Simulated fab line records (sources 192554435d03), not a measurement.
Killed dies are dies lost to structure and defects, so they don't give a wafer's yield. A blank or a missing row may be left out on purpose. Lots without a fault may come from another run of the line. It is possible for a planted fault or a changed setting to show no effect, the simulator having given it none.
A struck lot beside a sound one	flow n5 finfet	26 out of 1938 route steps
Sound: these wafers, L437.1, L437.3, L437.5. Wafers L442.2, L442.4, L442.6 were the ones struck. At the end, the cause is stated.
Each step with rows lists, per side, the tool, then ch with its chambers, then its first start. Under that, the readings that differ: sound wafers	struck wafers	difference of the means	sigmas: that difference in standard deviations of wafers without a fault.
alike: a reading whose means differ by less than 2 such deviations, as well as words and numbers matching on both sides. not compared: withheld readings; readings where some wafer has no value; bounds like >300 that might hide an equal value; numbers whose values overlap and for which the record gives no deviation.
Wherever a step has rows on one side only, a row that says differs or no value, or a row with sigmas, the two part there. Numbers that don't overlap but have no deviation are shown without sigmas and don't part them. A reading missing from all wafers of one side parts the sides only when that side holds two or more wafers.

first, 9 steps without rows for these wafers: N5_BEOL_M13_COAT_04 (resist thk 400 nm); N5_BEOL_M13_EBR_06; N5_BEOL_M13_SOFTBAKE_05 (time 60 s); N5_BEOL_M13_EXPOSE_07 (exposes mask V12); N5_BEOL_M13_PEB_08 (peb time 90 s); N5_BEOL_M13_DEVELOP_09 (develop time 45 s); N5_BEOL_M13_HARDBAKE_14 (time 120 s); N5_BEOL_M13_DESCUM_15 (chemistry O2, time 7.9 s); N5_BEOL_M13_ETCH_59 (etches BARC in N2/H2, target depth 89 nm, overetch 26.7 nm, time 67.9 s).
N5_BEOL_M13_VIA_ETCH_16: etches SiOC in C4F8/O2/Ar, target depth 921.7 nm.
  sound on rie diel-04 ch 0,1, day 14 09:23; struck on rie diel-04 ch 0,1,2, day 14 20:02
  alike: C4F8_flow_sccm, bias w, chamber pressure mTorr, drypump motor current A, oes product au, rf vpp V, showerhead plenum p Torr, throttle valve pct
then, 13 steps without rows for these wafers: N5_BEOL_M13_STRIP_63 (strips in N2/H2); N5_BEOL_M13_STRIP_64 (strips in N2/H2); N5_BEOL_M13_STRIP_71 (strips in post etch residue remover, time 60 s); N5_BEOL_M13_SRD_72 (time 30 s, dry time 30 s); N5_BEOL_M13_COAT_65 (time 60 s, resist thk 350 nm); N5_BEOL_M13_COAT_66 (time 60 s, resist thk 110 nm); N5_BEOL_M13_COAT_22 (resist thk 300 nm); N5_BEOL_M13_EBR_24; N5_BEOL_M13_SOFTBAKE_23 (time 60 s); N5_BEOL_M13_EXPOSE_25 (exposes mask M13, target cd 210 nm); N5_BEOL_M13_PEB_26 (peb time 90 s); N5_BEOL_M13_DEVELOP_27 (develop time 45 s); N5_BEOL_M13_HARDBAKE_32 (time 120 s).
N5_BEOL_M13_INSPECT_30: inspects for defects (macro).
  sound on defect inspect-02, day 14 10:13; struck on defect inspect-02, day 14 20:55
reading	sound	struck	difference	sigmas
raw defect count	1 0 1	>300 >300 >300	differs	
then, 1 step without rows for these wafers: N5_BEOL_M13_DESCUM_33 (chemistry O2, time 7.9 s).
N5_PASSIVATION_PROBE_49:
  rows exist in the record for the struck wafers here (prober-01, day 16 00:58), but not for the sound ones

## WHERE THEY PART
Earliest at N5_BEOL_M13_INSPECT_30; latest, in this record, at N5_PASSIVATION_PROBE_49.

WHY: the cause the simulator had injected
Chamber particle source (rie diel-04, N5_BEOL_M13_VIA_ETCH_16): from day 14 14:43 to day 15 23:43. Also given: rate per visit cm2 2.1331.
